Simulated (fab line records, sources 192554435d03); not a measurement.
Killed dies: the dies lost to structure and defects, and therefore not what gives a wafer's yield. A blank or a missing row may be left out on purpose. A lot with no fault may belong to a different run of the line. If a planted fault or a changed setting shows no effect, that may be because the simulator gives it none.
Chamber matching | flow n5-finfet | 4 sister chambers for N5_BEOL_M11_STRIP_36 on rie-diel-02
The step strips in N2/H2. 20 wafers are shown with their chamber, then 10 later ones without.

WAFERS WITH THEIR CHAMBER
wafer  | chamber | drypump-motor-current-A (A) | showerhead-plenum-p-Torr (Torr) | throttle-valve-pct (%)
L074.3 | 0       | 5.0                         | 2.35                            | 23.83
L074.4 | 2       | 5.8                         | 2.51                            | 23.66
L074.5 | 2       | 5.8                         | 2.51                            | 23.64
L076.1 | 2       | 5.8                         | 2.51                            | 23.67
L076.2 | 1       | 5.2                         | 2.48                            | 23.49
L076.4 | 0       | 5.0                         | 2.35                            | 23.82
L079.2 | 3       | 5.4                         | 2.52                            | 23.54
L079.3 | 0       | 5.0                         | 2.34                            | 23.86
L079.4 | 1       | 5.2                         | 2.48                            | 23.50
L080.2 | 3       | 5.4                         | 2.52                            | 23.56
L080.4 | 3       | 5.4                         | 2.52                            | 23.55
L080.5 | 0       | 5.0                         | 2.34                            | 23.83
L085.1 | 1       | 5.2                         | 2.47                            | 23.53
L085.4 | 2       | 5.8                         | 2.50                            | 23.52
L085.5 | 3       | 5.5                         | 2.51                            | 23.56
L089.4 | 0       | 5.0                         | 2.34                            | 23.86
L089.5 | 2       | 5.8                         | 2.50                            | 23.56
L089.6 | 3       | 5.5                         | 2.51                            | 23.59
L088.1 | 1       | 5.2                         | 2.47                            | 23.50
L088.3 | 0       | 5.0                         | 2.34                            | 23.85

SIGNATURES, as means of the wafers listed above
reading                  | chamber 0 | chamber 1 | chamber 2 | chamber 3 | scatter within a chamber
drypump-motor-current-A  | 5.000     | 5.200     | 5.800     | 5.440     | 0.0274
showerhead-plenum-p-Torr | 2.3433    | 2.4750    | 2.5060    | 2.5160    | 0.00544
throttle-valve-pct       | 23.8417   | 23.5050   | 23.6100   | 23.5600   | 0.0366
Rule: for a wafer and a chamber, the distance is found by dividing, reading by reading, the gap between the wafer's reading and the chamber's mean by the reading's scatter, squaring, summing and taking the root. The wafer belongs to the nearest chamber; if the next one is less than 2 further off, it can't be placed. How the scatter is found: for the shown wafers, subtract from each reading the mean of its chamber, square and add these, divide the total by (wafers less chambers), then take the root.

WAFERS WITH NO CHAMBER GIVEN
wafer  | drypump-motor-current-A (A) | showerhead-plenum-p-Torr (Torr) | throttle-valve-pct (%)
L088.4 | 5.8                         | 2.50                            | 23.53
L087.1 | 5.8                         | 2.50                            | 23.58
L087.2 | 5.5                         | 2.51                            | 23.59
L087.3 | 5.2                         | 2.47                            | 23.51
L092.1 | 5.8                         | 2.50                            | 23.53
L092.4 | 5.5                         | 2.51                            | 23.58
L092.5 | 5.7                         | 2.50                            | 23.56
L097.2 | 5.8                         | 2.50                            | 23.57
L097.3 | 5.0                         | 2.33                            | 23.91
L097.5 | 5.8                         | 2.49                            | 23.58

WHICH CHAMBER EACH ONE RAN IN
wafer  | from the rows above | in truth
L088.4 | 2                   | 2
L087.1 | 2                   | 2
L087.2 | 3                   | 3
L087.3 | 1                   | 1
L092.1 | 2                   | 2
L092.4 | 3                   | 3
L092.5 | 2                   | 2
L097.2 | 2                   | 2
L097.3 | 0                   | 0
L097.5 | 2                   | 2
10 of 10 placed correctly. Number that these rows cannot place: 0. Wrongly placed: 0.
